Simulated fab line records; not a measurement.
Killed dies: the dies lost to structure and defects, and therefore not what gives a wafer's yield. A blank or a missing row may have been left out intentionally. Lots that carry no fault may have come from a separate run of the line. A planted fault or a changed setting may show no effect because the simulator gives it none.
Chamber matching + flow nand-harc + NHARC_A_STAIRCASE_DESCUM_168 on rie-diel-08: 4 sister chambers
The step chemistry O2, time 3 s. 4 wafers are shown with their chamber, then 10 later ones without.

## WAFERS, EACH WITH ITS CHAMBER
| wafer  | chamber | showerhead-plenum-p-Torr (Torr) |
|--------|---------|---------------------------------|
| L085.3 | 1       | 1.79                            |
| L090.2 | 0       | 1.82                            |
| L090.6 | 3       | 1.78                            |
| L092.5 | 2       | 1.81                            |

## WAFERS MISSING THEIR CHAMBER
| wafer  | showerhead-plenum-p-Torr (Torr) |
|--------|---------------------------------|
| L092.6 | 1.79                            |
| L094.2 | 1.81                            |
| L094.3 | 1.79                            |
| L094.5 | 1.81                            |
| L095.1 | 1.81                            |
| L095.3 | 1.77                            |
| L095.5 | 1.79                            |
| L096.3 | 1.81                            |
| L096.5 | 1.77                            |
| L096.6 | 1.82                            |

## CHAMBER TAKEN BY EACH
| wafer  | from the rows above | in truth |
|--------|---------------------|----------|
| L092.6 | 1                   | 1        |
| L094.2 | 2                   | 2        |
| L094.3 | 1                   | 1        |
| L094.5 | 2                   | 2        |
| L095.1 | 2                   | 2        |
| L095.3 | 3                   | 3        |
| L095.5 | 1                   | 1        |
| L096.3 | 2                   | 2        |
| L096.5 | 3                   | 3        |
| L096.6 | 0                   | 0        |
Correct placement for 10 of the 10. Left unplaced by these rows: 0. Number placed wrongly: 0.
How it was worked out, from the rows above alone: a wafer's distance from a chamber is the root of the sum, over the readings, of the square of ((its reading less the chamber's mean) divided by the reading's scatter). The wafer belongs to the nearest chamber; if the next one is less than 2 further off, it can't be placed. For every chamber, the mean is computed from those of its wafers that are shown. The scatter: with one shown wafer a chamber, the root of the mean of the squares of how far each hidden wafer lies from its nearest shown one.
